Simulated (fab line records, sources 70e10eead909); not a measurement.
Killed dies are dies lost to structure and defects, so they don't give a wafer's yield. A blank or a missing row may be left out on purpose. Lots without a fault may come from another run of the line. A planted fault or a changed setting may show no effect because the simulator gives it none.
A struck lot beside a sound one | flow nand_harc | 15 steps out of a route of 1302
Sound: wafers L988.2, L988.3, L988.4. Struck: wafers L104.4, L104.6. (L104.2 of the same lot was not struck and is left out.) The cause comes at the end.
At each step with rows: each side's tool, then ch and its chambers, then its first start. Under that, the readings that differ: sound wafers | struck wafers | difference of the means | sigmas: that difference in standard deviations of wafers without a fault.
alike: readings whose means differ by less than 2 such deviations, and words and numbers that are the same on both sides. not compared: withheld readings, readings that some wafer has no value for, bounds like >300 that may hide the same value, and numbers for which the record gives no deviation and whose values overlap.
The two part at a step that has a row with sigmas, a row that says differs or no value, or rows on one side only. Numbers that don't overlap but have no deviation are shown without sigmas and don't part them. A reading that every wafer of one side lacks parts them only if that side has two wafers or more.

NHARC_P_START_INSPECT_01:
  sound on defect_inspect-02, day 3 02:02; struck on defect_inspect-01, day 9 18:02
  alike: raw_defect_count
then, 10 steps without rows for these wafers: NHARC_P_ZERO_WELL_PRECLEAN_00 (cleans in SPM, time 600 s); NHARC_P_ZERO_WELL_SRD_01; NHARC_P_ZERO_WELL_PECVD_02 (deposits SiO2, target thk 10 nm); NHARC_P_ZERO_WELL_DEHYDRATE_03 (time 120 s); NHARC_P_ZERO_WELL_HMDS_04 (time 30 s); NHARC_P_ZERO_WELL_COAT_64 (time 65 s); NHARC_P_ZERO_WELL_COAT_05 (resist thk 600 nm); NHARC_P_ZERO_WELL_SOFTBAKE_06 (time 70 s); NHARC_P_ZERO_WELL_EBR_07; NHARC_P_ZERO_WELL_EXPOSE_08 (exposes mask P ZERO, target cd 500 nm).
NHARC_P_ZERO_WELL_PEB_09: peb time 80 s.
  sound on litho_track-03 ch 0, day 3 03:01; struck on litho_track-07 ch 0, day 9 19:10
then, 1 step without rows for these wafers: NHARC_P_ZERO_WELL_DEVELOP_10 (time 50 s).
NHARC_P_ZERO_WELL_CD_MEAS_11: target cd 500 nm.
  sound on cd_sem-01 ch 0, day 3 03:07; struck on cd_sem-02 ch 0, day 9 19:15
  reading    | sound             | struck      | difference | sigmas
  cd_nm (nm) | 500.3 498.2 500.9 | 505.0 510.3 | +7.8       | +3
then, 1 step without rows for these wafers: NHARC_P_ZERO_WELL_HARDBAKE_12 (time 65 s).

WHERE THEY PART
Only at NHARC_P_ZERO_WELL_CD_MEAS_11, within this record.

WHY: what the simulator had put in
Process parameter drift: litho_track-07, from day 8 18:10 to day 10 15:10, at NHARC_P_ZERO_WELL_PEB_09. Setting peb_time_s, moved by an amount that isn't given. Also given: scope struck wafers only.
